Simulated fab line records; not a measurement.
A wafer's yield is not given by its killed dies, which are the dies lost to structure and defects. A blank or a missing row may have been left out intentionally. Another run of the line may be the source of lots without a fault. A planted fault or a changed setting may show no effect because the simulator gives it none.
fab line records    flow n5Finfet
record: lots: 10  wafers: 30  lastDay: 17
route steps=1938 shown MOL_CONTACT_COAG@546 BEOL_M4@1111 PASSIVATION@1936
lots that met no fault: from a run of the same line without faults
startH: start of the lot's first displayed wafer, in hours after the record's first day    waitH: time in hours since the lot's previous step    " unchanged from the row above    L1.1+2: several wafers, shown together as one row    - value missing, or start not given    * or withheld: withheld    < > ~ a bound
route shown NAME@n: NAME is a module with steps in the file, n the number in the route of the first one    usual: mean/standard deviation taken from wafers without a fault    same: alike in all rows    chamber/n: place in a boat    sites: per-site readings    _std_site: standard deviation of those values    _edge_site: the outer-site mean with the inner-site mean subtracted    radiusMm: how far each site lies from the wafer's centre    mask NAME#n: copy n    behind: the tool/chamber that last shaped the wafer    hold: cause of the lot's hold/its duration in hours/its outcome    device: names the non-switching transistor (n, p or np)    end of line: the route-end tests of the same wafers    step lacking rows: just its recipe    killed: dies lost to structure and defects at the first sort, not the wafer's yield    map: per-die view of a wafer (x killed, . not killed, _ where there is no die)
set.NAME: the setting as run; set.NAME@STEP: as run at that earlier step    model.NAME: the simulator's own value behind a step, which no gauge read
the route's steps for a sample of lots (tables are steps, rows are wafers)
services: when a tool's chamber went out of use (startH, in hours from the record's first day, below 0 if earlier), for how many hours, and the reason
== steps ==
step: N5_MOL_CONTACT_COAG_PRE_CLEAN_141
recipe: gas: H2/He  timeS: 60  tempC: 300
usual: heaterPowerW: 485/45
lot.wafer  tool           chamber  startH  waitH  heaterPowerW
L723.1     pvdSputter-02  -        92.40   1.6    553
L723.4     "              -        "       "      443
L723.5     "              -        "       "      469
L725.1     pvdSputter-02  -        107.03  1.8    459
L725.5     "              -        "       "      514
L725.6     "              -        "       "      548
L731.2     pvdSputter-02  -        143.92  1.4    469
L731.3     "              -        "       "      449
L731.6     "              -        "       "      479
L736.1     pvdSputter-03  -        169.72  1.8    417
L736.3     "              -        "       "      489
L736.4     "              -        "       "      479
L738.2     pvdSputter-01  -        181.58  0.7    402
L738.4     "              -        "       "      535
L738.6     "              -        "       "      480
L741.1     pvdSputter-02  -        200.56  1.8    438
L741.2     "              -        "       "      478
L741.5     "              -        "       "      497
L742.1     pvdSputter-02  -        209.68  2.3    555
L742.3     "              -        "       "      505
L742.5     "              -        "       "      509
L743.1     pvdSputter-03  -        210.75  0.6    494
L743.3     "              -        "       "      481
L743.5     "              -        "       "      475
L744.2     pvdSputter-03  -        217.96  0.2    503
L744.3     "              -        "       "      484
L744.4     "              -        "       "      412
L746.1     pvdSputter-02  -        230.80  0.7    507
L746.2     "              -        "       "      451
L746.4     "              -        "       "      565
step: N5_MOL_CONTACT_COAG_ALD_123
recipe: material: SiNx  targetThkA: 50  tempC: 400  aldPrecursorFamily: SiH2I2  aldCoReactant: N2/H2-plasma  pulseTimeS: 1  purgeTimeS: 2  coReactantPurgeTimeS: 2  aldCycles: 100  pressureTorr: 2
usual: heaterPowerW: 866/120  precursorPulseHeightRel: 1.001/0.018
lot.wafer  tool       chamber  startH  waitH  heaterPowerW  precursorPulseHeightRel
L723.1     aldSin-04  3        99.90   1.3    929           0.991
L723.4     "          0        "       "      938           0.975
L723.5     "          2        "       "      720           1.013
L725.1     aldSin-02  2        112.62  0.0    973           1.000
L725.5     "          3        "       "      751           0.999
L725.6     "          2        "       "      959           1.001
L731.2     aldSin-03  0        150.84  0.4    1045          1.013
L731.3     "          3        "       "      949           1.031
L731.6     "          1        "       "      825           1.022
L736.1     aldSin-02  0        175.18  0.0    948           0.996
L736.3     "          2        "       "      977           0.969
L736.4     "          3        "       "      762           0.991
L738.2     aldSin-02  1        188.49  0.3    1043          1.016
L738.4     "          0        "       "      932           1.026
L738.6     "          2        "       "      950           0.994
L741.1     aldSin-03  1        205.74  0.0    827           1.011
L741.2     "          0        "       "      1001          1.018
L741.5     "          1        "       "      821           0.972
L742.1     aldSin-02  1        214.54  0.0    1055          0.972
L742.3     "          0        "       "      964           1.011
L742.5     "          2        "       "      986           1.006
L743.1     aldSin-04  0        216.95  0.1    889           1.011
L743.3     "          3        "       "      906           0.996
L743.5     "          2        "       "      712           0.978
L744.2     aldSin-03  2        223.54  0.0    806           0.997
L744.3     "          3        "       "      952           1.003
L744.4     "          1        "       "      822           1.002
L746.1     aldSin-03  0        236.88  0.0    1028          1.008
L746.2     "          2        "       "      771           1.013
L746.4     "          3        "       "      972           1.022
step: N5_MOL_CONTACT_COAG_PECVD_31
recipe: material: SiO2  targetThkA: 460  tempC: 400  precursor: TEOS/O2  pressureTorr: 6.5  rfW: withheld  teosFlowSccm: withheld  gas: O2  flowSccm: 2650  timeS: 8.9
usual: susceptorTempC: 400.04/0.21
lot.wafer  tool      chamber  startH  waitH  susceptorTempC
L723.1     pecvd-02  1        100.41  0.3    399.86
L723.4     "         2        "       "      399.72
L723.5     "         0        "       "      400.31
L725.1     pecvd-04  0        113.12  0.3    400.14
L725.5     "         0        "       "      399.92
L725.6     "         2        "       "      400.10
L731.2     pecvd-02  1        151.34  0.3    399.95
L731.3     "         0        "       "      418.45
L731.6     "         1        "       "      400.45
L736.1     pecvd-01  2        175.68  0.3    399.82
L736.3     "         0        "       "      399.84
L736.4     "         2        "       "      400.22
L738.2     pecvd-01  2        188.99  0.3    400.02
L738.4     "         1        "       "      399.86
L738.6     "         0        "       "      399.76
L741.1     pecvd-04  1        206.24  0.3    400.09
L741.2     "         0        "       "      400.04
L741.5     "         1        "       "      399.74
L742.1     pecvd-02  2        215.05  0.3    400.08
L742.3     "         0        "       "      400.06
L742.5     "         2        "       "      400.04
L743.1     pecvd-04  0        217.45  0.3    399.99
L743.3     "         0        "       "      400.10
L743.5     "         0        "       "      400.44
L744.2     pecvd-04  0        224.05  0.3    400.17
L744.3     "         0        "       "      400.24
L744.4     "         1        "       "      400.08
L746.1     pecvd-04  0        237.38  0.3    400.22
L746.2     "         1        "       "      399.88
L746.4     "         1        "       "      399.98
step: N5_MOL_CONTACT_COAG_CD_MEAS_84
recipe: targetCdNm: 25.1  landingEnergyEv: 500  detector: seInlens  polarity: opening
usual: cdNm: 25.18/0.22
lot.wafer  tool      chamber  startH  waitH  cdNm
L723.1     cdSem-02  0        100.74  -      25.32
L723.4     "         0        "       "      24.82
L723.5     "         0        "       "      25.01
L725.1     cdSem-02  0        113.58  -      25.08
L725.5     "         0        "       "      25.49
L725.6     "         0        "       "      25.29
L731.2     cdSem-01  0        151.71  -      25.05
L731.3     "         0        "       "      25.26
L731.6     "         0        "       "      25.29
L736.1     cdSem-01  0        176.14  -      25.22
L736.3     "         0        "       "      25.31
L736.4     "         0        "       "      25.30
L738.2     cdSem-03  0        189.45  -      25.16
L738.4     "         0        "       "      25.42
L738.6     "         0        "       "      25.67
L741.1     cdSem-03  0        206.59  -      25.20
L741.2     "         0        "       "      25.19
L741.5     "         0        "       "      24.91
L742.1     cdSem-03  0        215.51  -      24.77
L742.3     "         0        "       "      25.03
L742.5     "         0        "       "      25.09
L743.1     cdSem-02  0        217.85  -      25.28
L743.3     "         0        "       "      25.30
L743.5     "         0        "       "      25.31
L744.2     cdSem-02  0        224.56  -      24.89
L744.3     "         0        "       "      24.99
L744.4     "         0        "       "      25.18
L746.1     cdSem-03  0        237.84  -      25.42
L746.2     "         0        "       "      25.50
L746.4     "         0        "       "      25.35
step: N5_MOL_CONTACT_COAG_THK_MEAS_53
recipe: reads: SiO2_of_MOL_CONTACT_COAG_PECVD_31
usual: VIA_MOL_THK: 43.8/0.6
lot.wafer  tool          chamber  startH  waitH  VIA_MOL_THK[nm]
L723.1     filmMetro-02  -        103.81  -      43.3
L723.4     "             -        "       "      44.4
L723.5     "             -        "       "      44.8
L725.1     filmMetro-02  -        118.66  -      43.4
L725.5     "             -        "       "      44.5
L725.6     "             -        "       "      44.6
L731.2     filmMetro-01  -        154.84  -      43.2
L731.3     "             -        "       "      38.6
L731.6     "             -        "       "      43.9
L736.1     filmMetro-01  -        180.36  -      43.0
L736.3     "             -        "       "      43.9
L736.4     "             -        "       "      44.4
L738.2     filmMetro-02  -        194.02  -      43.2
L738.4     "             -        "       "      44.8
L738.6     "             -        "       "      44.0
L741.1     filmMetro-02  -        210.09  -      43.7
L741.2     "             -        "       "      44.6
L741.5     "             -        "       "      44.8
L742.1     filmMetro-01  -        218.80  -      43.0
L742.3     "             -        "       "      42.7
L742.5     "             -        "       "      43.5
L743.1     filmMetro-01  -        221.69  -      44.4
L743.3     "             -        "       "      44.6
L743.5     "             -        "       "      45.2
L744.2     filmMetro-01  -        227.86  -      43.5
L744.3     "             -        "       "      45.0
L744.4     "             -        "       "      44.1
L746.1     filmMetro-01  -        241.35  -      43.9
L746.2     "             -        "       "      43.0
L746.4     "             -        "       "      44.0
step: N5_BEOL_M4_RC_MEAS_101
usual: DIBL_N: 35.7/1.3  DIBL_P: 36.0/1.6  IOFF_N: 0.154/0.025  IOFF_P: 0.21/0.034  ION_N: 675/9.7  ION_P: 465/7.4  SS_N: 71.3/0.55  SS_P: 73.1/0.52  VT_N: 250/3  VT_P: -249/3.6
lot.wafer  tool       chamber  startH  waitH  DIBL_N[mV/V]  DIBL_P[mV/V]  IOFF_N[nA/um]  IOFF_P[nA/um]  ION_N[uA/um]  ION_P[uA/um]  SS_N[mV/dec]  SS_P[mV/dec]  VT_N[mV]  VT_P[mV]
L723.1     prober-01  0        167.57  0.0    37.3          39.0          0.199          0.25           697           474           71.6          73.8          244       -248
L723.4     "          0        "       "      35.8          37.3          0.157          0.22           682           469           71.3          72.9          247       -248
L723.5     "          0        "       "      37.5          39.4          0.190          0.26           674           464           72.0          73.9          244       -248
L725.1     prober-02  0        180.97  0.0    36.9          37.2          0.169          0.21           677           463           71.0          74.0          245       -251
L725.5     "          0        "       "      35.7          36.3          0.149          0.19           678           464           71.1          72.9          250       -253
L725.6     "          0        "       "      36.6          36.6          0.161          0.20           678           460           71.0          73.4          247       -251
L731.2     prober-02  0        214.70  0.2    35.1          36.7          0.166          0.24           680           470           71.2          73.1          250       -246
L731.3     "          0        "       "      36.6          37.7          0.178          0.27           664           464           71.4          73.4          251       -242
L731.6     "          0        "       "      37.6          38.1          0.195          0.27           675           462           72.4          73.2          248       -247
L736.1     prober-01  0        240.49  0.2    34.1          35.8          0.137          0.21           678           467           70.9          73.3          251       -251
L736.3     "          0        "       "      33.7          35.4          0.127          0.20           669           469           70.1          72.6          252       -249
L736.4     "          0        "       "      33.2          33.6          0.117          0.18           672           458           70.5          72.7          254       -254
L738.2     prober-02  0        270.21  0.2    33.4          33.0          0.112          0.17           668           469           70.9          73.2          256       -252
L738.4     "          0        "       "      34.0          33.0          0.117          0.16           665           460           70.6          72.9          253       -253
L738.6     "          0        "       "      34.2          33.6          0.121          0.17           664           456           70.5          73.1          253       -255
L741.1     prober-02  0        274.05  0.0    37.0          38.2          0.190          0.27           680           468           71.3          73.7          247       -244
L741.2     "          0        "       "      35.8          36.5          0.169          0.25           686           471           71.2          73.7          247       -244
L741.5     "          0        "       "      35.2          35.7          0.152          0.23           666           465           71.1          73.1          248       -246
L742.1     prober-02  0        286.77  0.0    36.7          37.0          0.177          0.22           680           462           71.6          74.1          248       -251
L742.3     "          0        "       "      35.3          35.0          0.153          0.19           665           452           71.6          72.9          251       -253
L742.5     "          0        "       "      38.0          37.8          0.212          0.23           674           455           72.3          74.4          246       -250
L743.1     prober-02  0        294.92  0.0    35.4          35.9          0.163          0.22           693           468           71.5          73.4          246       -249
L743.3     "          0        "       "      34.2          33.1          0.129          0.19           667           460           71.2          72.6          252       -250
L743.5     "          0        "       "      34.8          33.6          0.144          0.19           674           466           71.2          71.9          248       -250
L746.1     prober-02  0        302.38  0.0    36.9          35.3          0.160          0.20           671           459           71.9          72.7          249       -252
L746.2     "          0        "       "      36.3          35.5          0.151          0.19           673           467           71.9          72.9          249       -252
L746.4     "          0        "       "      37.2          36.2          0.168          0.21           680           459           71.7          73.7          249       -251
L744.2     prober-02  0        306.31  0.2    35.3          33.8          0.121          0.15           671           453           70.8          72.5          254       -256
L744.3     "          0        "       "      39.4          39.1          0.195          0.21           680           454           71.6          73.3          249       -251
L744.4     "          0        "       "      35.3          34.4          0.121          0.14           668           449           70.8          72.3          254       -262
step: N5_PASSIVATION_PROBE_49
usual: defectLimitedYield: 91.6/1.4  killed_at_M0_to_M3: 35/10  killed_at_M4_up: 13/5.3  killedAtContacts: 12/5.9  killedAtFrontEnd: 36/9.9  killedAtOther: 3.2/3  killedDies: 99/16  killedOpen: 66/12  killedShort: 32/7.7  sort_bin_5_function: 4.9/0.91  sort_bin_6_memory: 3.2/0.65  sortNPass: 1081/16  sortYieldPct: 91.6/1.4
same: grossDies: 1180  killedAtBackSide: 0  sort_bin_4_leakage[%]: 0  sort_bin_8_speed[%]: 0
lot.wafer  tool       chamber  startH  waitH  defectLimitedYield[%]  killed_at_M0_to_M3  killed_at_M4_up  killedAtContacts  killedAtFrontEnd  killedAtOther  killedDies  killedOpen  killedShort  sort_bin_5_function[%]  sort_bin_6_memory[%]  sortNPass  sortYieldPct[%]
L725.1     prober-01  -        286.69  0.0    92.6                   28                  8                5                 44                2              87          52          34           3.5                     3.4                   1093       92.6
L725.5     prober-01  -        286.89  0.2    92.3                   32                  9                7                 42                1              91          69          21           5.1                     2.3                   1089       92.3
L725.6     prober-01  -        286.94  0.3    92.9                   38                  9                7                 29                1              84          54          30           4.2                     2.7                   1096       92.9
L731.2     prober-02  -        323.77  0.1    89.2                   35                  21               13                58                0              127         97          28           6.6                     3.7                   1053       89.2
L731.6     prober-02  -        323.97  0.3    88.2                   53                  13               23                47                3              139         104         33           6.7                     4.5                   1041       88.2
L742.1     prober-01  -        398.33  0.0    92.1                   26                  12               6                 47                2              93          61          32           4.7                     2.6                   1087       92.1
L742.3     prober-01  -        398.43  0.1    92.9                   32                  9                7                 27                9              84          50          33           4.6                     2.3                   1096       92.9
L742.5     prober-01  -        398.53  0.2    90.6                   29                  19               10                49                4              111         76          34           6.0                     3.2                   1069       90.6
killed by level:class
L725.1 FIN_SAQP:geometricParticle:short=9 FIN_SAQP:geometricParticle:open=8 BEOL_M1:geometricParticle:open=6 STI_FIN_REVEAL:geometricParticle:open=5 STI_FIN_REVEAL:geometricParticle:short=5 BEOL_M2:geometricParticle:open=5 DUMMY_GATE:geometricParticle:open=4 MOL_CONTACT_COAG:geometricParticle:open=4
L725.5 STI_FIN_REVEAL:geometricParticle:open=14 BEOL_M3:geometricParticle:open=14 FIN_SAQP:geometricParticle:open=13 MOL_CONTACT_COAG:geometricParticle:open=5 BEOL_M0_SAQP:geometricParticle:open=5 BEOL_M0_SAQP:geometricParticle:short=5 FIN_SAQP:geometricParticle:short=4 BEOL_M4:geometricParticle:open=3
L725.6 BEOL_M3:geometricParticle:open=10 GATE_CUT:geometricParticle:short=7 BEOL_M2:geometricParticle:open=7 BEOL_M0_SAQP:geometricParticle:open=6 FIN_SAQP:geometricParticle:open=5 MOL_CONTACT_COAG:geometricParticle:open=5 STI_FIN_REVEAL:geometricParticle:open=4 BEOL_M0_SAQP:geometricParticle:short=3
L731.2 FIN_SAQP:geometricParticle:open=17 DUMMY_GATE:geometricParticle:open=15 FIN_SAQP:geometricParticle:short=11 MOL_CONTACT_COAG:geometricParticle:open=10 BEOL_M2:geometricParticle:open=9 BEOL_M0_SAQP:geometricParticle:open=8 BEOL_M4:geometricParticle:open=7 BEOL_M0:geometricParticle:open=5
L731.6 MOL_CONTACT_COAG:geometricParticle:open=22 BEOL_M2:geometricParticle:open=20 FIN_SAQP:geometricParticle:open=10 STI_FIN_REVEAL:geometricParticle:open=10 BEOL_M0_SAQP:geometricParticle:short=9 BEOL_M0_SAQP:geometricParticle:open=7 GATE_CUT:geometricParticle:short=6 FIN_SAQP:geometricParticle:short=5
L742.1 FIN_SAQP:geometricParticle:open=16 BEOL_M0_SAQP:geometricParticle:open=12 STI_FIN_REVEAL:geometricParticle:open=6 BEOL_M4:geometricParticle:open=6 BEOL_M0_SAQP:geometricParticle:short=6 FIN_SAQP:geometricParticle:short=5 MOL_CONTACT_COAG:geometricParticle:open=4 DUMMY_GATE:geometricParticle:short=3
L742.3 BEOL_M0_SAQP:geometricParticle:open=11 BEOL_M0_SAQP:geometricParticle:short=11 FIN_SAQP:geometricParticle:open=5 MIM_TOP_ETCH:geometricParticle:open=5 FIN_SAQP:geometricParticle:short=4 STI_FIN_REVEAL:geometricParticle:open=4 GATE_CUT:geometricParticle:short=4 MOL_CONTACT_COAG:geometricParticle:open=4
L742.5 FIN_SAQP:geometricParticle:open=21 BEOL_M0_SAQP:geometricParticle:open=11 BEOL_M0_SAQP:geometricParticle:short=11 FIN_SAQP:geometricParticle:short=8 MOL_CONTACT_COAG:geometricParticle:open=8 BEOL_M7:geometricParticle:open=6 STI_FIN_REVEAL:geometricParticle:open=5 DUMMY_GATE:geometricParticle:open=5
== services ==
tool           chamber  startH  hours  kind
aldSin-03      2        80.06   14.1   repair
aldSin-03      -        85.41   14.0   pm
pecvd-02       0        89.41   3.7    repair
pvdSputter-03  -        101.50  3.6    repair
aldSin-03      0        107.21  21.4   repair
aldSin-02      -        113.10  2.8    pm
pecvd-04       2        128.57  5.0    scheduledDown
pvdSputter-01  -        130.76  1.0    repair
pecvd-02       2        136.07  23.6   repair
pecvd-04       2        155.27  5.5    scheduledDown
pecvd-04       -        162.83  7.5    repair
pecvd-04       0        173.50  2.1    scheduledDown
aldSin-04      -        179.10  14.0   pm
pecvd-04       -        183.30  2.8    pm
pecvd-04       2        191.04  2.1    scheduledDown
aldSin-03      -        191.82  6.1    pm
pecvd-04       2        202.38  -      clean
pecvd-04       2        202.38  -      consumableReplace:showerhead
pecvd-04       2        202.38  29.0   scheduledDown
pecvd-04       2        202.38  29.0   ventCycle
pecvd-04       -        217.65  0.6    repair
pecvd-01       0        220.69  5.0    repair
pecvd-02       -        229.09  14.6   pm
aldSin-04      -        230.09  14.6   pm
== key ==
firstSign: step: N5_MOL_CONTACT_COAG_PECVD_31  reading: susceptorTempC  direction: up  sigmas: 89  usual: *  struck: *
effect: step: N5_MOL_CONTACT_COAG_THK_MEAS_53  reading: VIA_MOL_THK  direction: down  sigmas: 8.8  usual: 43.8  struck: 38.6
metAt N5_MOL_CONTACT_COAG_PECVD_31
struckLots L731
struckWafers L731.3
notActingAt N5_MOL_CONTACT_COAG_PRE_CLEAN_141,N5_MOL_CONTACT_COAG_ALD_123,N5_MOL_CONTACT_COAG_CD_MEAS_84
onsetBetween 100.41 151.34
fault: kind: processParameterDrift  tool: pecvd-02  chamber: 0  onsetH: 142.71  steps: N5_MOL_CONTACT_COAG_PECVD_31  channel: tempC  offset: *  shape: step  endH: 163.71  actsIn: *  stated: *
